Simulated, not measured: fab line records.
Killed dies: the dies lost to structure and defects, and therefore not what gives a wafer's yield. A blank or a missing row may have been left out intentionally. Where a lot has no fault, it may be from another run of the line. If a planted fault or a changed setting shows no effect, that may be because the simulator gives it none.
Split-lot trial    flow n5 finfet    7 lots, 21 wafers read, on a route of 1938 steps

## SPLIT DETAILS
At N5_BEOL_M0_CUTY_COAT_50 (time 60 s, resist thk 15 nm), the setting spin rpm was moved away from the recipe's 1500 rpm on 5 of the 21 wafers read, by -9.7% to +3.6%. This setting was run at the recipe's value on the other wafers.

Reading taken at the split's own step.

## THE READING
SiARC_of_BEOL_M0_CUTY_COAT_50.thk nm (the simulator's own value, which no gauge read), in nm, at N5_BEOL_M0_CUTY_COAT_50 (time 60 s, resist thk 15 nm). The file gives no usual value for it.

wafer   tool, chamber at the split  spin rpm as run, rpm  against the recipe  SiARC_of_BEOL_M0_CUTY_COAT_50.thk nm, nm  against lot-mates on the recipe
L076.1  litho track-02, 0           1500                  recipe              15                                        -
L076.3  litho track-02, 0           1500                  recipe              15                                        -
L076.5  litho track-02, 0           1500                  recipe              15                                        -
L080.1  litho track-04, 0           1554                  +3.6%               14.8                                      -0.2
L080.3  litho track-04, 0           1500                  recipe              15                                        -
L080.6  litho track-04, 0           1500                  recipe              15                                        -
L081.3  litho track-01, 0           1500                  recipe              15                                        -
L081.6  litho track-01, 0           1500                  recipe              15                                        -
L081.4  litho track-01, 0           1375                  -8.3%               15.6                                      +0.6
L083.2  litho track-01, 0           1554                  +3.6%               14.8                                      -0.2
L083.4  litho track-01, 0           1554                  +3.6%               14.8                                      -0.2
L083.5  litho track-01, 0           1500                  recipe              15                                        -
L095.1  litho track-01, 0           1500                  recipe              15                                        -
L095.3  litho track-01, 0           1500                  recipe              15                                        -
L095.4  litho track-01, 0           1500                  recipe              15                                        -
L096.2  litho track-04, 0           1500                  recipe              15                                        -
L096.6  litho track-04, 0           1500                  recipe              15                                        -
L096.4  litho track-04, 0           1354                  -9.7%               15.8                                      +0.8
L097.1  litho track-02, 0           1500                  recipe              15                                        -
L097.3  litho track-02, 0           1500                  recipe              15                                        -
L097.6  litho track-02, 0           1500                  recipe              15                                        -

FIT RESULTS
A straight line over all 21 wafers: SiARC_of_BEOL_M0_CUTY_COAT_50.thk nm changes by -0.0731 nm for each +1% of spin rpm; r = -0.99; the points scatter about the line by 0.029 nm.
The same after taking each lot's own level away (the mean of its wafers on the recipe; 21 wafers): -0.0731 nm for each +1%; r = -0.99; scatter 0.029 nm.
Per that fit: largest spin rpm move, reading shift of 0.71 nm.
The lots' own levels span 15.00 to 15.00 nm.
Consequently the slope shifts little with the lot-to-lot level, the two slopes agreeing.
Check: with one of the wafers moved furthest among these (-9.7%) left out of the fit, the line predicts +0.653 nm for it against its lot-mates. It came out at +0.8 nm against them.

## THESE WAFERS: OTHER SPLITS
These wafers also went through other splits before the reading. Each is held against what the fit with the lots' levels taken away leaves over:
other split on the same wafers         wafers away from the commonest value  r with SiARC_of_BEOL_M0_CUTY_COAT_50.thk nm (lot level and that fit taken away)
N5_MOL_CONTACT_COAG_EXPOSE_81 dose mj  12                                    -0.13
N5_BEOL_M0_SAQP_COAT_08 spin rpm       6                                     +0.24
N5_BEOL_M0_SAQP_EXPOSE_11 dose mj      5                                     +0.16

## FILE'S OWN FIT
SiARC_of_BEOL_M0_CUTY_COAT_50.thk nm changes by -0.0748 nm for each +1% of spin rpm, r = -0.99.
